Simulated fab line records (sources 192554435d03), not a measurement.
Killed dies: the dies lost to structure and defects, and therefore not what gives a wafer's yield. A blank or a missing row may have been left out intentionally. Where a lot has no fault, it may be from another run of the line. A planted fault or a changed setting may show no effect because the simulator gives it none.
fab line records ; flow n5_finfet
record lots=6; wafers=18; last_day=17
route steps=1938 shown BEOL_M3@951 BEOL_M4@1111 PASSIVATION@1936
lots untouched by any fault: they come from a run of this same line in which no faults occurred
start_h: hours from the record's first day to the start of the lot's first wafer shown ; wait_h: hours since the lot's step before ; " repeats the value in the row above ; L1.1+2: one row covering several wafers at once ; - no value present, or no start provided ; * or withheld: withheld ; < > ~ a bound
route shown NAME@n: a module of which the file shows steps, and the number in the route of the first ; usual: average and standard deviation across the fault-free wafers ; same: alike in all rows ; chamber/n: place in a boat ; sites: per-site readings ; _std_site: standard deviation of those values ; _edge_site: the outer-site mean with the inner-site mean subtracted ; radius_mm: for every site, how far away it sits from the centre of the wafer ; mask NAME#n: copy n ; behind: the last tool/chamber to shape the wafer ; hold: cause of the lot's hold/its duration in hours/its outcome ; device: which transistor (n, p or np) failed to switch ; end of line: tests of these same wafers at the route's end ; for a step that has no rows: nothing shown but its recipe ; killed: dies that structure and defects cost at the first sort, which is not the same as the wafer's yield ; map: a wafer's dies, x killed, . not, _ none there
set.NAME: the run value of the setting; set.NAME@STEP: its run value at that earlier step ; model.NAME: the simulator's own value behind a step, which no gauge read
lots at some steps of the route; a table a step, a row a wafer
services: a tool's chamber out of use, with start hour (start_h, from the record's first day; less than 0 if before it), hours out, and reason
## steps
# step N5_BEOL_M3_STRIP_65
# recipe chemistry=N2/H2; temp_c=40; n2_flow_sccm=200; h2_flow_sccm=200; rf_frequency_hz=6e+07
# step N5_BEOL_M3_STRIP_75
# recipe chemistry=N2/H2; temp_c=40; n2_flow_sccm=200; h2_flow_sccm=200; rf_frequency_hz=6e+07
# step N5_BEOL_M3_STRIP_66
# recipe chemistry=CF4; resist=SiARC; power_w=300; bias_power_w=75; pressure_mtorr=50; cf4_flow_sccm=150; rf_frequency_hz=6e+07
# usual drypump_motor_current_A=5.9/0.39; oes_product_au=0.74/0.061; rf_vpp_V=271.2/1.3; showerhead_plenum_p_Torr=1.79/0.051; throttle_valve_pct=13.69/0.19
lot.wafer;tool;chamber;start_h;wait_h;drypump_motor_current_A;oes_product_au;rf_hours_counter_h;rf_vpp_V;showerhead_plenum_p_Torr;throttle_valve_pct
L483.2;rie_diel-02;2;156.39;0.0;6.3;0.73;162;272.4;1.87;13.73
L483.4;rie_diel-02;2;156.39;0.0;6.2;0.73;-;272.9;1.87;13.75
L483.6;rie_diel-02;1;156.39;0.0;6.0;0.77;-;270.1;1.74;13.80
L487.3;rie_diel-05;2;167.66;0.0;5.3;0.72;184;272.1;1.85;13.54
L487.4;rie_diel-05;0;167.66;0.0;6.1;0.83;61;273.2;1.84;13.73
L487.6;rie_diel-05;3;167.66;0.0;6.1;0.78;-;270.2;1.76;13.64
L490.2;rie_diel-02;3;189.97;0.0;5.9;0.71;226;271.0;1.77;13.53
L490.4;rie_diel-02;2;189.97;0.0;6.3;0.71;174;274.1;1.86;13.75
L490.5;rie_diel-02;2;189.97;0.0;6.3;0.72;-;272.5;1.86;13.77
L498.1;rie_diel-04;0;240.78;0.0;5.2;0.70;213;269.8;1.71;13.80
L498.5;rie_diel-04;1;240.78;0.0;5.2;0.84;-;272.8;1.82;13.52
L498.6;rie_diel-04;0;240.78;0.0;5.2;0.69;-;269.3;1.71;13.80
L502.1;rie_diel-02;3;264.22;0.0;5.9;0.69;248;271.8;1.77;13.58
L502.5;rie_diel-02;2;264.22;0.0;6.3;0.70;-;272.7;1.86;13.82
L502.6;rie_diel-02;3;264.22;0.0;5.9;0.70;-;269.4;1.77;13.56
L505.2;rie_diel-05;2;279.50;0.0;5.3;0.69;217;272.4;1.84;13.60
L505.4;rie_diel-05;3;279.50;0.0;6.1;0.75;-;270.1;1.75;13.70
L505.6;rie_diel-05;0;279.50;0.0;6.1;0.79;-;272.1;1.83;13.82
# step N5_BEOL_M3_HM_OPEN_17
# recipe chemistry=Cl2/BCl3; target_depth_a=200; overetch_a=60; target=TiN; mask_material=SOC; ion_energy_ev=150; pressure_mtorr=10; icp_w=1000; bias_w=126; Cl2_flow_sccm=53.25; bcl3_flow_sccm=21.75; Ar_flow_sccm=25
# usual drypump_motor_current_A=5.9/0.58; oes_product_au=0.59/0.076; throttle_valve_pct=22.32/0.21
lot.wafer;tool;chamber;start_h;wait_h;drypump_motor_current_A;oes_product_au;rf_hours_counter_h;throttle_valve_pct
L483.2;rie_metal-02;1;156.43;0.0;6.3;0.58;89;22.63
L483.4;rie_metal-02;1;156.43;0.0;6.3;0.58;-;22.61
L483.6;rie_metal-02;1;156.43;0.0;6.2;0.58;-;22.64
L487.3;rie_metal-02;1;167.73;0.1;6.2;0.57;-;22.66
L487.4;rie_metal-02;0;167.73;0.1;5.9;0.57;-;22.37
L487.6;rie_metal-02;0;167.73;0.1;5.9;0.56;-;22.38
L490.2;rie_metal-01;0;190.01;0.0;5.9;0.50;132;22.17
L490.4;rie_metal-01;1;190.01;0.0;5.5;0.67;-;22.05
L490.5;rie_metal-01;0;190.01;0.0;5.9;0.49;-;22.17
L498.1;rie_metal-03;1;240.83;0.0;4.8;0.53;117;22.37
L498.5;rie_metal-03;1;240.83;0.0;4.8;0.52;-;22.38
L498.6;rie_metal-03;0;240.83;0.0;6.7;0.58;-;22.29
L502.1;rie_metal-02;0;264.32;0.1;5.9;0.55;95;22.41
L502.5;rie_metal-02;1;264.32;0.1;6.3;0.56;-;22.69
L502.6;rie_metal-02;0;264.32;0.1;5.9;0.55;-;22.41
L505.2;rie_metal-02;1;279.54;0.0;6.3;0.56;99;22.65
L505.4;rie_metal-02;0;279.54;0.0;5.9;0.56;-;22.39
L505.6;rie_metal-02;1;279.54;0.0;6.3;0.56;-;22.66
# step N5_BEOL_M3_STRIP_19
# recipe chemistry=O2; power_w=400; temp_c=40; pressure_mtorr=30; rf_frequency_hz=6e+07; bias_power_w=0; overash_fraction=0.2; o2_flow_sccm=225
# usual drypump_motor_current_A=5.8/0.43; oes_product_au=0.76/0.074; rf_vpp_V=3.7/0.48; showerhead_plenum_p_Torr=2.09/0.063; throttle_valve_pct=16.76/0.2
lot.wafer;tool;chamber;start_h;wait_h;drypump_motor_current_A;oes_product_au;rf_hours_counter_h;rf_vpp_V;showerhead_plenum_p_Torr;throttle_valve_pct
L483.2;rie_diel-02;0;156.54;0.1;5.8;0.74;198;3.9;2.08;16.89
L483.4;rie_diel-02;2;156.54;0.1;6.2;0.73;-;3.7;2.19;16.82
L483.6;rie_diel-02;0;156.54;0.1;5.8;0.75;-;3.5;2.08;16.89
L487.3;rie_diel-04;0;167.96;0.2;5.2;0.72;189;3.2;1.99;16.74
L487.4;rie_diel-04;3;167.96;0.2;5.3;0.68;245;3.2;2.08;16.60
L487.6;rie_diel-04;3;167.96;0.2;5.3;0.68;-;4.0;2.08;16.60
L490.2;rie_diel-05;2;190.32;0.3;5.3;0.72;190;3.5;2.17;16.61
L490.4;rie_diel-05;0;190.32;0.3;6.1;0.83;68;3.0;2.12;16.76
L490.5;rie_diel-05;1;190.32;0.3;6.3;0.69;-;3.6;2.17;16.73
L498.1;rie_diel-04;0;240.94;0.1;5.2;0.70;213;4.4;1.98;16.79
L498.5;rie_diel-04;1;240.94;0.1;5.2;0.86;-;2.9;2.13;16.67
L498.6;rie_diel-04;2;240.94;0.1;6.3;0.73;-;3.7;2.09;16.96
L502.1;rie_diel-02;3;264.53;0.2;5.8;0.69;248;3.4;2.06;16.55
L502.5;rie_diel-02;1;264.53;0.2;6.0;0.75;-;3.5;2.02;17.03
L502.6;rie_diel-02;0;264.53;0.2;5.7;0.72;-;2.9;2.07;16.95
L505.2;rie_diel-02;1;279.65;0.1;6.0;0.75;145;2.8;2.02;17.06
L505.4;rie_diel-02;2;279.65;0.1;6.2;0.70;-;3.4;2.17;16.90
L505.6;rie_diel-02;1;279.65;0.1;6.0;0.75;-;3.3;2.02;17.07
# step N5_BEOL_M3_CD_MEAS_18
# recipe pitch_nm=36; target_cd_nm=18
# usual cd_nm=18.1/0.37
lot.wafer;tool;chamber;start_h;wait_h;cd_nm
L483.2;cd_sem-01;-;156.62;0.1;18.1
L483.4;cd_sem-01;-;156.62;0.1;17.9
L483.6;cd_sem-01;-;156.62;0.1;18.4
L487.3;cd_sem-03;-;168.04;0.1;18.3
L487.4;cd_sem-03;-;168.04;0.1;18.4
L487.6;cd_sem-03;-;168.04;0.1;18.6
L490.2;cd_sem-01;-;190.39;0.1;17.7
L490.4;cd_sem-01;-;190.39;0.1;17.3
L490.5;cd_sem-01;-;190.39;0.1;17.3
L498.1;cd_sem-03;-;241.01;0.0;18.0
L498.5;cd_sem-03;-;241.01;0.0;17.8
L498.6;cd_sem-03;-;241.01;0.0;17.8
L502.1;cd_sem-02;-;264.60;0.0;17.8
L502.5;cd_sem-02;-;264.60;0.0;17.2
L502.6;cd_sem-02;-;264.60;0.0;17.8
L505.2;cd_sem-02;-;279.75;0.1;17.7
L505.4;cd_sem-02;-;279.75;0.1;18.2
L505.6;cd_sem-02;-;279.75;0.1;17.8
# step N5_BEOL_M3_COAT_67
# recipe resist=SOC; temp_c=250; time_s=60; spin_rpm=1500; resist_thk_nm=60
# step N5_BEOL_M3_COAT_68
# recipe resist=SiARC; temp_c=220; time_s=60; spin_rpm=1500; resist_thk_nm=12
# step N5_BEOL_M3_COAT_76
# recipe resist=underlayer; temp_c=205; time_s=60; spin_rpm=1500; resist_thk_nm=5
# step N5_BEOL_M3_COAT_22
# recipe resist=CAR-EUV; spin_rpm=1500; resist_thk_nm=30
# step N5_BEOL_M3_EBR_24
# recipe solvent=PGMEA; ebr_width_mm=1.5
# step N5_BEOL_M3_SOFTBAKE_23
# recipe temp_c=110; time_s=60; resist=CAR-EUV
# step N5_BEOL_M3_EXPOSE_25
# recipe mask_id=V2; na=0.33; source_shape=quasar; sigma_inner=0.2; sigma_outer=0.8; polarization=unpolarized; defocus_nm=5; dose_mj=63
# usual exposure_dose_mJ_cm2=62.91/0.063
lot.wafer;tool;chamber;start_h;wait_h;mask;exposure_dose_mJ_cm2
L483.2;euv_scanner-01;0;156.83;-;V2#0;62.85
L483.4;euv_scanner-01;0;156.83;-;V2#0;62.91
L483.6;euv_scanner-01;0;156.83;-;V2#0;62.93
L487.3;euv_scanner-01;0;168.35;-;V2#0;60.93
L487.4;euv_scanner-01;0;168.35;-;V2#0;60.92
L487.6;euv_scanner-01;0;168.35;-;V2#0;60.95
L490.2;euv_scanner-01;0;190.70;-;V2#0;61.31
L490.4;euv_scanner-01;0;190.70;-;V2#0;61.26
L490.5;euv_scanner-01;0;190.70;-;V2#0;61.25
L498.1;euv_scanner-02;0;241.30;-;V2#0;62.87
L498.5;euv_scanner-02;0;241.30;-;V2#0;62.81
L498.6;euv_scanner-02;0;241.30;-;V2#0;62.91
L502.1;euv_scanner-02;0;264.78;-;V2#0;63.00
L502.5;euv_scanner-02;0;264.78;-;V2#0;62.88
L502.6;euv_scanner-02;0;264.78;-;V2#0;62.98
L505.2;euv_scanner-02;0;280.06;-;V2#0;62.92
L505.4;euv_scanner-02;0;280.06;-;V2#0;62.96
L505.6;euv_scanner-02;0;280.06;-;V2#0;62.93
# step N5_BEOL_M3_PEB_26
# recipe peb_temp_c=100; peb_time_s=60; resist=CAR-EUV
# step N5_BEOL_M4_RC_MEAS_101
# usual DIBL_N=36.3/1.7; DIBL_P=36.5/1.8; IOFF_N=0.16/0.033; IOFF_P=0.21/0.037; ION_N=675/11; ION_P=462/7.9; SS_N=71.6/0.64; SS_P=73.3/0.68; VT_N=249/3.3; VT_P=-250/3.3
lot.wafer;tool;chamber;start_h;wait_h;DIBL_N[mV/V];DIBL_P[mV/V];IOFF_N[nA/um];IOFF_P[nA/um];ION_N[uA/um];ION_P[uA/um];SS_N[mV/dec];SS_P[mV/dec];VT_N[mV];VT_P[mV]
L483.2;prober-02;0;179.71;0.2;36.0;36.0;0.17;0.24;697;478;71.6;73.3;248;-249
L483.4;prober-02;0;179.71;0.2;35.7;36.2;0.16;0.24;670;467;71.5;73.4;251;-248
L483.6;prober-02;0;179.71;0.2;34.0;33.7;0.13;0.19;667;461;72.1;72.2;249;-250
L487.3;prober-02;0;183.16;0.3;34.9;35.6;0.13;0.20;673;467;70.7;72.6;251;-252
L487.4;prober-02;0;183.16;0.3;34.9;35.7;0.14;0.21;666;467;71.5;73.5;251;-252
L487.6;prober-02;0;183.16;0.3;35.4;36.7;0.15;0.23;685;473;71.4;73.5;251;-248
L490.2;prober-02;0;207.73;0.2;32.4;33.5;0.11;0.17;654;456;70.4;72.3;255;-253
L490.4;prober-02;0;207.73;0.2;35.0;35.8;0.14;0.20;661;460;71.8;73.1;250;-249
L490.5;prober-02;0;207.73;0.2;36.4;37.2;0.16;0.22;660;454;72.8;73.6;248;-251
L498.1;prober-02;0;258.55;0.0;38.2;36.6;0.16;0.17;658;441;72.6;73.6;252;-257
L498.5;prober-02;0;258.55;0.0;37.6;36.9;0.15;0.18;673;458;71.5;73.1;252;-254
L498.6;prober-02;0;258.55;0.0;36.9;35.5;0.14;0.17;658;450;71.8;74.0;252;-255
L502.1;prober-02;0;287.94;0.0;35.1;35.5;0.16;0.19;689;469;72.3;73.0;248;-250
L502.5;prober-02;0;287.94;0.0;34.9;34.7;0.15;0.19;681;466;70.9;72.8;250;-249
L502.6;prober-02;0;287.94;0.0;33.3;33.1;0.13;0.17;679;465;70.6;73.0;251;-254
L505.2;prober-01;0;298.25;0.2;32.8;33.7;0.12;0.16;669;457;70.7;73.0;256;-253
L505.4;prober-01;0;298.25;0.2;34.1;35.2;0.14;0.18;660;457;71.2;72.9;252;-253
L505.6;prober-01;0;298.25;0.2;35.7;36.5;0.15;0.19;671;453;71.1;73.8;251;-254
# step N5_PASSIVATION_PROBE_49
# usual defect_limited_yield=91.3/1.5; killed_at_M0_to_M3=34/9.4; killed_at_M4_up=13/5.3; killed_at_contacts=13/5.7; killed_at_front_end=40/10; killed_at_other=3.7/2.8; killed_dies=103/17; killed_open=67/13; killed_short=35/8.5; sort_bin_5_function=5.0/0.98; sort_bin_6_memory=3.3/0.7; sort_bin_8_speed=0.00/0.007; sort_n_pass=1077/17; sort_yield_pct=91.3/1.5
# same gross_dies=1180; killed_at_back_side=0; sort_bin_4_leakage[%]=0
lot.wafer;tool;chamber;start_h;wait_h;defect_limited_yield[%];killed_at_M0_to_M3;killed_at_M4_up;killed_at_contacts;killed_at_front_end;killed_at_other;killed_dies;killed_open;killed_short;sort_bin_5_function[%];sort_bin_6_memory[%];sort_bin_8_speed[%];sort_n_pass;sort_yield_pct[%]
L483.2;prober-01;-;273.53;0.1;91.4;35;15;17;32;2;101;71;29;4.9;3.6;0;1079;91.4
L483.4;prober-01;-;273.63;0.2;89.1;43;13;18;52;3;129;85;42;6.9;3.6;0;1051;89.1
L483.6;prober-01;-;273.73;0.3;91.0;44;12;13;34;3;106;63;42;5.8;3.1;0;1074;91.0
L487.3;prober-01;-;289.61;0.1;91.9;34;11;7;43;0;95;62;30;5.3;2.5;0;1085;91.9
L487.4;prober-01;-;289.66;0.2;93.4;24;10;5;34;5;78;52;24;4.2;1.9;0;1102;93.4
L487.6;prober-01;-;289.76;0.3;90.9;33;11;14;39;10;107;74;32;5.8;3.0;0;1073;90.9
L498.1;prober-02;-;370.08;0.2;91.4;32;23;17;24;5;101;75;26;5.2;3.2;0.08;1078;91.4
L498.5;prober-02;-;370.28;0.4;91.9;25;18;6;37;10;96;54;34;4.4;3.1;0;1084;91.9
L498.6;prober-02;-;370.33;0.4;93.6;28;14;3;29;2;76;51;25;4.2;2.3;0;1104;93.6
L502.1;prober-01;-;386.87;0.0;94.1;26;15;8;21;0;70;52;16;3.6;2.0;0;1110;94.1
L502.5;prober-01;-;387.07;0.2;93.3;24;6;11;38;0;79;46;31;4.2;2.5;0;1101;93.3
L502.6;prober-01;-;387.12;0.3;92.3;20;15;14;42;0;91;55;32;4.2;3.2;0;1089;92.3
L505.2;prober-01;-;402.88;0.1;90.3;39;19;13;43;0;114;74;38;5.4;4.0;0;1066;90.3
L505.4;prober-01;-;402.98;0.2;90.9;25;19;17;46;0;107;71;36;5.0;3.6;0;1073;90.9
L505.6;prober-01;-;403.08;0.3;91.8;23;14;13;47;0;97;68;29;4.7;3.3;0;1083;91.8
# killed by level:class
L483.2 MOL_CONTACT_COAG:geometric_particle:open=11 STI_FIN_REVEAL:geometric_particle:open=9 FIN_SAQP:geometric_particle:open=7 BEOL_M2:geometric_particle:open=7 MOL_CONTACT_COAG:geometric_particle:short=6 BEOL_M0_SAQP:geometric_particle:short=6 BEOL_M3:geometric_particle:open=6 BEOL_M2:geometric_particle:short=5
L483.4 FIN_SAQP:geometric_particle:open=20 BEOL_M2:geometric_particle:open=17 MOL_CONTACT_COAG:geometric_particle:open=12 FIN_SAQP:geometric_particle:short=9 BEOL_M0_SAQP:geometric_particle:open=7 MOL_CONTACT_COAG:geometric_particle:short=6 BEOL_M4:geometric_particle:open=6 DUMMY_GATE:geometric_particle:open=5
L483.6 BEOL_M2:geometric_particle:open=11 FIN_SAQP:geometric_particle:short=9 BEOL_M0_SAQP:geometric_particle:open=8 FIN_SAQP:geometric_particle:open=7 MOL_CONTACT_COAG:geometric_particle:open=7 STI_FIN_REVEAL:geometric_particle:open=6 MOL_CONTACT_COAG:geometric_particle:short=6 BEOL_M0_SAQP:geometric_particle:short=6
L487.3 STI_FIN_REVEAL:geometric_particle:open=19 BEOL_M1:geometric_particle:open=10 FIN_SAQP:geometric_particle:short=8 MOL_CONTACT_COAG:geometric_particle:open=6 BEOL_M3:geometric_particle:open=5 GATE_CUT:geometric_particle:short=4 BEOL_M0_SAQP:geometric_particle:open=4 BEOL_M0:geometric_particle:open=4
L487.4 STI_FIN_REVEAL:geometric_particle:open=14 FIN_SAQP:geometric_particle:short=5 BEOL_M0_SAQP:geometric_particle:open=5 BEOL_M2:geometric_particle:open=5 STI_FIN_REVEAL:geometric_particle:short=4 MOL_CONTACT_COAG:geometric_particle:open=4 BEOL_M1:geometric_particle:open=4 BEOL_M4:geometric_particle:open=4
L487.6 STI_FIN_REVEAL:geometric_particle:open=14 BEOL_M1:geometric_particle:open=9 MOL_CONTACT_COAG:geometric_particle:open=8 STARTING-WAFER:geometric_particle:open=7 FIN_SAQP:geometric_particle:short=6 FIN_SAQP:geometric_particle:open=6 MOL_CONTACT_COAG:geometric_particle:short=6 BEOL_M3:geometric_particle:open=6
L498.1 BEOL_M4:geometric_particle:open=17 MOL_CONTACT_COAG:geometric_particle:open=15 BEOL_M0_SAQP:geometric_particle:open=9 BEOL_M2:geometric_particle:open=8 FIN_SAQP:geometric_particle:open=7 STI_FIN_REVEAL:geometric_particle:open=6 FIN_SAQP:geometric_particle:short=4 BEOL_M3:geometric_particle:short=4
L498.5 BEOL_M0_SAQP:geometric_particle:open=9 BEOL_M3:geometric_particle:open=7 BEOL_M4:geometric_particle:open=6 HKMG_FIN:area_etch=6 FIN_SAQP:geometric_particle:short=5 STI_FIN_REVEAL:geometric_particle:short=4 MOL_CONTACT_COAG:geometric_particle:open=4 BEOL_M5:geometric_particle:open=4
L498.6 FIN_SAQP:geometric_particle:open=10 BEOL_M0_SAQP:geometric_particle:open=7 BEOL_M4:geometric_particle:open=7 BEOL_M0_SAQP:geometric_particle:short=6 STI_FIN_REVEAL:geometric_particle:open=4 STARTING-WAFER:geometric_particle:short=4 DUMMY_GATE:geometric_particle:open=3 MOL_CONTACT_COAG:geometric_particle:open=3
L502.1 BEOL_M3:geometric_particle:open=11 BEOL_M4:geometric_particle:open=9 FIN_SAQP:geometric_particle:open=6 BEOL_M2:geometric_particle:open=6 STI_FIN_REVEAL:geometric_particle:open=4 MOL_CONTACT_COAG:geometric_particle:open=4 MOL_CONTACT_COAG:geometric_particle:short=4 BEOL_M1:geometric_particle:open=4
L502.5 MOL_CONTACT_COAG:geometric_particle:open=10 FIN_SAQP:geometric_particle:open=9 BEOL_M3:geometric_particle:open=7 FIN_SAQP:geometric_particle:short=5 STI_FIN_REVEAL:geometric_particle:open=5 BEOL_M3:geometric_particle:short=5 GATE_CUT:geometric_particle:short=4 STARTING-WAFER:geometric_particle:short=4
L502.6 MOL_CONTACT_COAG:geometric_particle:open=10 FIN_SAQP:geometric_particle:open=9 FIN_SAQP:geometric_particle:short=7 GATE_CUT:geometric_particle:open=6 BEOL_M2:geometric_particle:open=6 BEOL_M4:geometric_particle:open=6 BEOL_M3:geometric_particle:open=5 GATE_CUT:geometric_particle:short=4
L505.2 FIN_SAQP:geometric_particle:short=11 MOL_CONTACT_COAG:geometric_particle:open=11 BEOL_M2:geometric_particle:open=11 GATE_CUT:geometric_particle:short=9 GATE_CUT:geometric_particle:open=9 BEOL_M4:geometric_particle:open=9 BEOL_M0_SAQP:geometric_particle:open=8 BEOL_M1:geometric_particle:open=5
L505.4 MOL_CONTACT_COAG:geometric_particle:open=13 GATE_CUT:geometric_particle:short=10 BEOL_M4:geometric_particle:open=10 BEOL_M2:geometric_particle:open=8 DUMMY_GATE:geometric_particle:open=7 GATE_CUT:geometric_particle:open=7 STI_FIN_REVEAL:geometric_particle:open=5 MOL_CONTACT_COAG:geometric_particle:short=4
L505.6 MOL_CONTACT_COAG:geometric_particle:open=13 BEOL_M2:geometric_particle:open=10 GATE_CUT:geometric_particle:short=9 FIN_SAQP:geometric_particle:open=8 FIN_SAQP:geometric_particle:short=8 STI_FIN_REVEAL:geometric_particle:open=8 BEOL_M4:geometric_particle:open=7 BEOL_M3:geometric_particle:open=6
## services
tool;chamber;start_h;hours;kind
rie_metal-02;0;136.10;2.2;repair
rie_diel-05;1;139.32;17.3;repair
euv_scanner-01;-;140.87;2.1;repair
rie_diel-02;3;143.02;4.5;repair
rie_diel-04;0;150.47;3.8;repair
rie_diel-02;3;155.23;9.1;repair
euv_scanner-02;-;156.12;1.0;pm
euv_scanner-01;-;169.13;1.0;pm
rie_diel-04;2;180.80;8.5;repair
euv_scanner-01;-;208.25;1.9;repair
euv_scanner-02;-;212.27;1.0;pm
euv_scanner-01;-;214.53;4.6;pm
euv_scanner-01;-;225.28;1.0;pm
rie_diel-04;1;229.69;7.4;repair
euv_scanner-02;-;241.70;4.6;pm
rie_diel-05;3;265.18;6.2;repair
euv_scanner-02;-;265.96;0.2;repair
rie_diel-02;3;267.81;-;clean
rie_diel-02;3;267.81;-;consumable_replace:focus_ring
rie_diel-02;3;267.81;36.6;scheduled_down
euv_scanner-02;-;268.42;1.0;pm
rie_metal-02;1;271.24;5.2;repair
rie_diel-04;-;273.42;14.6;pm
rie_diel-02;0;279.54;8.0;repair
## key
first_sign step=N5_BEOL_M3_EXPOSE_25; reading=exposure_dose_mJ_cm2; direction=down; sigmas=29; usual=62.91; struck=61.10
effect none on later readings
met_at N5_BEOL_M3_EXPOSE_25
struck_wafers L487.3,L487.4,L487.6,L490.2,L490.4,L490.5
rows_end L490.2,L490.4,L490.5
loop_trim step=N5_BEOL_M3_EXPOSE_25; setting=dose; lots=L490
onset_between 156.83 168.35
earlier_fault kind=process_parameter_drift; tool=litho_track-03; chamber=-; onset_h=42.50; steps=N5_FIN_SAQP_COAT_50; channel=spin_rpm; offset=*; shape=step; acts_in=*; stated=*
fault kind=process_parameter_drift; tool=euv_scanner-01; chamber=-; onset_h=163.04; steps=N5_BEOL_M3_EXPOSE_25; channel=dose_mj; offset=-1.978; shape=step; acts_in=these_recipes_only; stated=63
# rows_end: these wafers met a further fault down the route, and their rows from its step on are left out
# loop_trim: a control loop set the setting to another value than it would have without faults
